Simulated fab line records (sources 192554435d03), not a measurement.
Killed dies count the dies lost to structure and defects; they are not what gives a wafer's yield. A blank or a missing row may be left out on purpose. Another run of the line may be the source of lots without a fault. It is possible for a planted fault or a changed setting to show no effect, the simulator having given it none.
Split-lot experiment -- flow n5Finfet -- on a route of 1938 steps: 7 lots, 39 wafers read

## THE SPLIT ITSELF
At N5_BEOL_M1_PECVD_72 (deposits SiO2 from TEOS/O2, target thk 16 nm, time 18 s), the setting timeS was moved away from the recipe's 18 s on 12 of the 39 wafers read, by -59.4% to +43.1%. For the rest of the wafers, this setting stayed at what the recipe calls for.

The split's own step is where the reading is taken.

## THE READING
SiO2_of_BEOL_M1_PECVD_72.thkNm (the simulator's own value, which no gauge read), in nm, at N5_BEOL_M1_PECVD_72 (deposits SiO2 from TEOS/O2, target thk 16 nm, time 18 s). The file gives no usual value for it. The 27 wafers here that ran the recipe average 15.9 nm, standard deviation 0.24 nm.

wafer,"tool, chamber at the split","timeS as run, s",against the recipe,"SiO2_of_BEOL_M1_PECVD_72.thkNm, nm",against lot-mates on the recipe
L076.1,"pecvd-02, 0,2",18,recipe,16,-
L076.2,"pecvd-02, 0,2",18,recipe,16,-
L076.3,"pecvd-02, 1",18,recipe,15.6,-
L076.4,"pecvd-02, 0,2",25.76,+43.1%,23,+7.1
L076.6,"pecvd-02, 0,2",25.76,+43.1%,23,+7.1
L076.5,"pecvd-02, 1",25.76,+43.1%,22.4,+6.5
L080.1,"pecvd-02, 0",7.31,-59.4%,7,-9.3
L080.5,"pecvd-02, 0",7.31,-59.4%,7,-9.3
L080.2,"pecvd-02, 1",18,recipe,16.2,-
L080.4,"pecvd-02, 1",18,recipe,16.2,-
L080.3,"pecvd-02, 2",7.31,-59.4%,6.8,-9.5
L080.6,"pecvd-02, 2",18,recipe,16.4,-
L081.1,"pecvd-02, 2",18,recipe,15.6,-
L081.2,"pecvd-02, 1",18,recipe,15.4,-
L081.3,"pecvd-02, 0,1,0",18,recipe,15.8,-
L081.5,"pecvd-02, 0,1,0",18,recipe,15.8,-
L081.6,"pecvd-02, 0,1,0",18,recipe,15.8,-
L081.4,"pecvd-02, 2",18,recipe,16.2,-
L087.2,"pecvd-02, 0",18,recipe,15.8,-
L087.3,"pecvd-02, 1",18,recipe,15.6,-
L087.5,"pecvd-02, 2",18,recipe,16.2,-
L089.1,"pecvd-04, 2",18,recipe,15.6,-
L089.2,"pecvd-04, 0,1",18,recipe,15.8,-
L089.6,"pecvd-04, 0,1",18,recipe,15.8,-
L089.3,"pecvd-04, 1",24.66,+37.0%,21.4,+5.7
L089.4,"pecvd-04, 0",24.66,+37.0%,21.8,+6.1
L089.5,"pecvd-04, 2",24.66,+37.0%,21.6,+5.9
L094.1,"pecvd-02, 1,2,1",18,recipe,15.8,-
L094.2,"pecvd-02, 1,2,1",18,recipe,15.8,-
L094.4,"pecvd-02, 1,2,1",18,recipe,15.8,-
L094.3,"pecvd-02, 0,2",18,recipe,16,-
L094.5,"pecvd-02, 0,2",18,recipe,16,-
L094.6,"pecvd-02, 0",18,recipe,16.2,-
L095.1,"pecvd-04, 2",18,recipe,15.6,-
L095.2,"pecvd-04, 0",25.07,+39.3%,21.8,+6.0
L095.3,"pecvd-04, 1",18,recipe,15.8,-
L095.4,"pecvd-04, 1",18,recipe,16,-
L095.5,"pecvd-04, 0",25.07,+39.3%,22.2,+6.4
L095.6,"pecvd-04, 2",25.07,+39.3%,22,+6.2
When a row names more than one chamber, that row covers several wafers, and the file does not tell which wafer ran in which chamber.

FIT RESULTS
A straight line over all 39 wafers: SiO2_of_BEOL_M1_PECVD_72.thkNm changes by +0.154 nm for each +1% of timeS; r = +1.00; the points scatter about the line by 0.25 nm.
The same after taking each lot's own level away (the mean of its wafers on the recipe; 39 wafers): +0.158 nm for each +1%; r = +1.00; scatter 0.19 nm.
The reading moves by 9.4 nm for the largest change in timeS, on that fit.
The lots' own levels span 15.73 to 16.27 nm, that is 2.2 times the standard deviation above.
Hence the lot-to-lot level has little effect on the slope; both slopes agree.
Check: with one of the wafers moved furthest among these (-59.4%) left out of the fit, the line predicts -9.41 nm for it against its lot-mates. Against them it came out at -9.27 nm.

## FURTHER SPLITS ON THESE WAFERS
Before the reading, these wafers also passed through other splits. Each is held against what the fit with the lots' levels taken away leaves over:
other split on the same wafers,wafers away from the commonest value,r with SiO2_of_BEOL_M1_PECVD_72.thkNm (lot level and that fit taken away)
N5_PMOS_HMC_CHANNEL_EPI_DESCUM_14 timeS,12,-0.14
N5_STI_FIN_REVEAL_ETCHBACK_08 targetDepthA,18,-0.15
N5_SD_EPI_N_DEVELOP_08 developTimeS,18,+0.06
N5_MOL_CONTACT_COAG_ALD_27 timeS,15,-0.03

## THE FILE'S OWN FIT
SiO2_of_BEOL_M1_PECVD_72.thkNm changes by +0.158 nm for each +1% of timeS, r = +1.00.
